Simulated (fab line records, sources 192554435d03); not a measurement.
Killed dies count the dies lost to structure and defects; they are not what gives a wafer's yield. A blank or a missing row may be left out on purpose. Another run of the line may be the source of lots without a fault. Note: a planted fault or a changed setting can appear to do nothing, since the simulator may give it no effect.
A struck lot beside a sound one    flow n5-finfet    14 out of 1938 route steps
Sound: the wafers L984.2, L984.4, L984.5. Wafers L997.1, L997.2, L997.6 were the ones struck. At the end, the cause is stated.
For every step that has rows: the tool of each side, followed by ch and its chambers, followed by its first start. Under that, the readings that differ: sound wafers    struck wafers    difference of the means    sigmas: that difference in standard deviations of wafers without a fault.
alike: readings with means less than 2 such deviations apart, plus words and numbers identical on both sides. not compared: withheld readings, readings lacking a value on some wafer, bounds such as >300 that could conceal the same value, and numbers that have no deviation in the record and whose values overlap.
The two part at a step that has a row with sigmas, a row that says differs or no value, or rows on one side only. Non-overlapping numbers with no deviation appear without sigmas and do not part them. A reading missing from all wafers of one side parts the sides only when that side holds two or more wafers.

first, 8 steps without rows for these wafers: N5_BEOL_M8_COAT_64 (time 60 s, resist thk 12 nm); N5_BEOL_M8_COAT_71 (time 60 s, resist thk 5 nm); N5_BEOL_M8_COAT_22 (resist thk 30 nm); N5_BEOL_M8_EBR_24; N5_BEOL_M8_SOFTBAKE_23 (time 60 s); N5_BEOL_M8_EXPOSE_25 (exposes mask V7, target cd 40 nm); N5_BEOL_M8_PEB_26 (peb time 60 s); N5_BEOL_M8_DEVELOP_27 (develop time 30 s).
N5_BEOL_M8_CD_MEAS_28 targets a cd of 40 nm.
  sound on cd-sem-03 ch 0, day 10 20:40; struck on cd-sem-01 ch 0, day 13 17:29
  alike: cd-nm
N5_BEOL_M8_OVL_MEAS_29:
  sound on overlay-01 ch 0, day 10 20:43; struck on overlay-01 ch 0, day 13 17:31
  alike: V7_OVL
N5_BEOL_M8_INSPECT_30: inspects for defects (brightfield).
  sound: defect-inspect-02 at day 10 20:46; struck: defect-inspect-02 at day 13 17:34
  alike: raw-defect-count
N5_BEOL_M8_DESCUM_33: chemistry O2, time 7 s.
  sound on rie-diel-06 ch 2,3, day 10 20:53; struck on rie-diel-05 ch 1,2,3, day 13 18:12
  alike: drypump-motor-current-A, oes-product-au, rf-vpp-V, showerhead-plenum-p-Torr, throttle-valve-pct
  not compared: rf-hours-counter-h
N5_BEOL_M8_ETCH_72: etches underlayer in N2/H2, target depth 6.5 nm, time 5.2 s.
  sound on rie-diel-06 ch 2,3, day 10 20:55; struck on rie-diel-05 ch 1,2,3, day 13 18:14
reading                sound              struck             difference  sigmas
etch-rf-on-time-s (s)  5.26 5.11 5.18     5.52 5.39 5.44     +0.27       +3
h2-flow-sccm (sccm)    200.2 200.4 199.7  180.1 179.7 180.3  -20.1       -33
  alike: drypump-motor-current-A, oes-product-au, rf-vpp-V, showerhead-plenum-p-Torr, throttle-valve-pct
  not compared: rf-hours-counter-h
N5_BEOL_M8_ETCH_65: etches SiARC in CF4, target depth 15.6 nm, time 26 s.
  sound on rie-diel-06 ch 2,3, day 10 20:56; struck on rie-diel-05 ch 1,2,3, day 13 18:15
  alike: drypump-motor-current-A, etch-rf-on-time-s, oes-product-au, rf-vpp-V, showerhead-plenum-p-Torr, throttle-valve-pct
  not compared: rf-hours-counter-h

== WHERE THEY PART ==
Only at N5_BEOL_M8_ETCH_72, within this record. Later steps at which nothing parts them and some readings are alike: N5_BEOL_M8_ETCH_65.

WHY: what the simulator had put in
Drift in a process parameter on rie-diel-05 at N5_BEOL_M8_ETCH_72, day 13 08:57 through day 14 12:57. Setting h2-flow-sccm, moved by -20, from 200. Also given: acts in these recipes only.
